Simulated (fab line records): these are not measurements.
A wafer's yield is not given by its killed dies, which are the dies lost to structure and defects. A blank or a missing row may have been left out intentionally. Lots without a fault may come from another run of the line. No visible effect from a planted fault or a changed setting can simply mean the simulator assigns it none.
Matching of chambers ; flow n5Finfet ; N5_BEOL_M6_CURE_75 on uvCure-01: 3 sister chambers
The step cures SiCOH lowk, time 120 s. 6 wafers are shown with their chamber, then 10 later ones without.

## EACH WAFER AND ITS CHAMBER
wafer;chamber;wafer_temp_C_max;lampPowerPct (%)
L083.3;2;371.7;52.28
L083.5;2;372.5;52.42
L084.4;1;371.6;52.30
L084.5;1;371.3;52.38
L088.2;0;373.1;52.39
L088.3;0;372.3;52.44

## WAFERS WITHOUT THEIR CHAMBER
wafer;wafer_temp_C_max;lampPowerPct (%)
L088.6;372.2;52.25
L090.1;371.9;52.32
L090.2;372.4;52.28
L090.3;371.8;52.35
L091.3;370.9;52.29
L091.4;370.7;52.26
L091.5;371.3;52.33
L095.2;371.8;52.30
L095.3;372.6;52.34
L095.5;372.2;52.38

## EACH ONE'S CHAMBER
wafer;from the rows above;in truth
L088.6;can't be placed: 2 or 1 or 0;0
L090.1;can't be placed: 2 or 1 or 0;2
L090.2;can't be placed: 2 or 0 or 1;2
L090.3;can't be placed: 2 or 1 or 0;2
L091.3;can't be placed: 1 or 2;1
L091.4;can't be placed: 1 or 2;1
L091.5;can't be placed: 1 or 2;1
L095.2;can't be placed: 1 or 2 or 0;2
L095.3;can't be placed: 2 or 0 or 1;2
L095.5;can't be placed: 2 or 0 or 1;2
0 of 10 placed correctly. These rows do not allow placing 10 (true chamber among the candidates in 10). 0 placed wrongly.
How it was worked out, from the rows above alone: a wafer's distance from a chamber is the root of the sum, over the readings, of the square of ((its reading less the chamber's mean) divided by the reading's scatter). The wafer belongs to the nearest chamber; if the next one is less than 2 further off, it can't be placed. Each chamber's mean is taken over the wafers shown for it. The scatter: take each reading less its chamber's mean, square it, sum over the shown wafers, divide by the number of wafers less the number of chambers, and take the root.
